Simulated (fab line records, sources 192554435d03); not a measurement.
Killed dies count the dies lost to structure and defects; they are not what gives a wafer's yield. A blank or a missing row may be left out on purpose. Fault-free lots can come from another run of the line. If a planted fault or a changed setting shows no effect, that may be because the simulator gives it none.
What tool caused it?    flow n5 finfet    27 wafers from 9 lots sampled at 2 of the route's 1938 steps

== WHAT THE GAUGES READ, wafer by wafer ==
N5_BEOL_M2_OCD_MEAS_38.
lot   measured      on      trench depth nm (nm)
L183  day 6 17:59   ocd-01  55.0 55.2 55.2
L192  day 8 23:28   ocd-01  41.8 40.3 41.6
L193  day 9 11:17   ocd-01  40.2 39.9 41.8
L197  day 10 08:48  ocd-02  55.1 56.2 54.9
L201  day 11 20:27  ocd-02  54.6 56.1 55.5
L202  day 12 00:04  ocd-01  55.8 55.5 54.8
L204  day 12 07:57  ocd-02  56.7 57.1 55.5
L205  day 12 08:05  ocd-01  57.8 55.4 53.2
L206  day 12 13:27  ocd-01  55.0 56.5 57.6

== EACH LOT AND THE TOOL THAT RAN IT (in order: tool; ch and the chambers of the sampled wafers; start) ==
lot   N5_BEOL_M2_TRENCH_ETCH_37
L183  rie diel-06 ch 0,2, day 6 17:50
L192  rie diel-04 ch 0,1, day 8 23:19
L193  rie diel-04 ch 0,1,2, day 9 11:08
L197  rie diel-06 ch 0,1, day 10 08:38
L201  rie diel-06 ch 0,1,3, day 11 20:17
L202  rie diel-06 ch 0,1,3, day 11 23:55
L204  rie diel-04 ch 2,3, day 12 07:48
L205  rie diel-03 ch 1,2,3, day 12 07:55
L206  rie diel-04 ch 0,1,2, day 12 13:18
- N5_BEOL_M2_TRENCH_ETCH_37: etches SiOC in C4F6/O2, target depth 55.555 nm, time 29.2 s.

== THE ANSWER, worked out from the rows above alone ==
Rule: what is usual is taken from the lots themselves. Put in order of their means at a reading, lots are off if they are a third of the lots or fewer, leave a main group of 4 or more, and stand apart from it by a gap of 3 or more times the standard deviation of the main group's means; of several such gaps the widest counts. Not used: any main group whose means are identical at the precision the tables above print for the reading. A lot without any number at a reading at which 4 lots or more have one is off too. Where the step has rows for the other lots, those lots are counted as sound.
Off at N5_BEOL_M2_OCD_MEAS_38 (trench depth nm): L192, L193. For the main group the mean is 55.7 nm and the standard deviation 0.48.
A tool fits if, at a process step before that reading, it ran every lot that is off, and no sound lot after the first of them. Gauges at N5_BEOL_M2_OCD_MEAS_38: tried the same way as those tools. Not one of the candidates tried fits.

== WHAT HAD BEEN PUT IN BY THE SIMULATOR ==
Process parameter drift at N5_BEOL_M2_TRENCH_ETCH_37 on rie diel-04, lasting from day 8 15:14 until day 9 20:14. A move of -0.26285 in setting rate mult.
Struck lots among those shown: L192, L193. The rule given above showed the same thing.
